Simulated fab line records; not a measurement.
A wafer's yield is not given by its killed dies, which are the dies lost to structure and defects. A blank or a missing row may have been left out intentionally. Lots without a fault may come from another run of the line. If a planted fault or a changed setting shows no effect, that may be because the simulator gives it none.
A struck lot beside a sound one | flow n5 finfet | 35 out of 1938 route steps
Sound: the wafers L937.1, L937.4, L937.5. Struck: wafer L942.5. (L942.1, L942.3 of the same lot were not struck and are left out.) The cause comes at the end.
Order at every step that has rows: each side's tool, ch and its chambers, its first start. Under that, the readings that differ: sound wafers | struck wafers | difference of the means | sigmas: that difference in standard deviations of wafers without a fault.
alike: readings with means less than 2 such deviations apart, plus words and numbers identical on both sides. not compared: withheld readings, readings lacking a value on some wafer, bounds such as >300 that could conceal the same value, and numbers that have no deviation in the record and whose values overlap.
A row with sigmas, a row that says differs or no value, or rows on one side alone: a step with any of these is where the two part. Numbers that don't overlap but have no deviation are shown without sigmas and don't part them. Lack of a reading on every wafer of one side parts them only where that side has two or more wafers.

first, 10 steps without rows for these wafers: N5_BEOL_M5_ILD_DEP_00 (deposits SiCOH lowk from DEMS/porogen, target thk 140.64 nm, time 25.9 s); N5_BEOL_M5_CURE_79 (cures SiCOH lowk, time 240 s); N5_BEOL_M5_PECVD_70 (deposits SiO2 from TEOS/O2, target thk 16 nm, time 18 s); N5_BEOL_M5_HM_DEP_02 (deposits TiN, target thk 20 nm); N5_BEOL_M5_COAT_59 (time 60 s, resist thk 60 nm); N5_BEOL_M5_COAT_60 (time 60 s, resist thk 12 nm); N5_BEOL_M5_COAT_71 (time 60 s, resist thk 5 nm); N5_BEOL_M5_COAT_05 (resist thk 30 nm); N5_BEOL_M5_EBR_07; N5_BEOL_M5_SOFTBAKE_06 (time 60 s).
N5_BEOL_M5_EXPOSE_08: exposes mask M5, target cd 28 nm.
  sound on euv scanner-01 ch 0, day 10 09:21; struck on euv scanner-01 ch 0, day 11 14:05
  alike: mask
then, 2 steps without rows for these wafers: N5_BEOL_M5_PEB_09 (peb time 60 s); N5_BEOL_M5_DEVELOP_10 (develop time 30 s).
N5_BEOL_M5_DESCUM_16: chemistry O2, time 7 s.
  sound on rie diel-02 ch 1,2,3, day 10 09:37; struck on rie diel-02 ch 0, day 11 14:35
  reading                     | sound          | struck | difference | sigmas
  drypump motor current A (A) | 6.6 5.4 6.6    | 5.1    | -1.1       | -2
  oes product au (a.u.)       | 0.88 0.83 0.90 | 0.69   | -0.18      | -2
  throttle valve pct (%)      | 19.8 19.9 20.3 | 20.8   | +0.8       | +2
  model.BEOL_M5.cd nm (nm)    | 28 27.6 27.6   | 27     | -1         |
  alike: rf vpp V, showerhead plenum p Torr
  not compared: rf hours counter h
then, 19 steps without rows for these wafers: N5_BEOL_M5_ETCH_72 (etches underlayer in N2/H2, target depth 6.5 nm, time 5.2 s); N5_BEOL_M5_ETCH_61 (etches SiARC in CF4, target depth 15.6 nm, time 26 s); N5_BEOL_M5_ETCH_62 (etches SOC in N2/H2, target depth 75 nm, overetch 15 nm, time 112.5 s); N5_BEOL_M5_STRIP_63 (strips in N2/H2); N5_BEOL_M5_STRIP_73 (strips in N2/H2); N5_BEOL_M5_STRIP_64 (strips in CF4); N5_BEOL_M5_HM_OPEN_17 (chemistry Cl2/BCl3, target TiN, target depth 20 nm, overetch 6 nm); N5_BEOL_M5_STRIP_19 (strips in O2); N5_BEOL_M5_COAT_65 (time 60 s, resist thk 60 nm); N5_BEOL_M5_COAT_66 (time 60 s, resist thk 12 nm); N5_BEOL_M5_COAT_74 (time 60 s, resist thk 5 nm); N5_BEOL_M5_COAT_22 (resist thk 30 nm); N5_BEOL_M5_EBR_24; N5_BEOL_M5_SOFTBAKE_23 (time 60 s); N5_BEOL_M5_EXPOSE_25 (exposes mask V4, defocus 10 nm); N5_BEOL_M5_PEB_26 (peb time 60 s); N5_BEOL_M5_DEVELOP_27 (develop time 30 s); N5_BEOL_M5_DESCUM_33 (chemistry O2, time 7 s); N5_BEOL_M5_ETCH_75 (etches underlayer in N2/H2, target depth 6.5 nm, time 5.2 s).
N5_BEOL_M5_ETCH_41: etches SiCN in CH3F/O2, target depth 31.5 nm, time 56.7 s.
  sound on rie diel-02 ch 1,3; struck on rie diel-04 ch 1
  reading                  | sound          | struck | difference | sigmas
  model.BEOL_M5.cd nm (nm) | 28.2 27.8 27.6 | 26.8   | -1.1       |
  alike: drypump motor current A, mfc ar sccm, oes product au, rf vpp V, showerhead plenum p Torr, throttle valve pct
  not compared: rf hours counter h
N5_BEOL_M5_CD_MEAS_35: target cd 28 nm, target cd y 24 nm.
  sound: cd sem-02 at day 10 11:57; struck: cd sem-01 at day 11 16:20
  reading    | sound          | struck | difference | sigmas
  cd nm (nm) | 28.3 27.7 27.3 | 27.0   | -0.8       | -2

== WHERE THEY PART ==
First at N5_BEOL_M5_DESCUM_16; last, within this record, at N5_BEOL_M5_CD_MEAS_35.

WHY: what the simulator had put in
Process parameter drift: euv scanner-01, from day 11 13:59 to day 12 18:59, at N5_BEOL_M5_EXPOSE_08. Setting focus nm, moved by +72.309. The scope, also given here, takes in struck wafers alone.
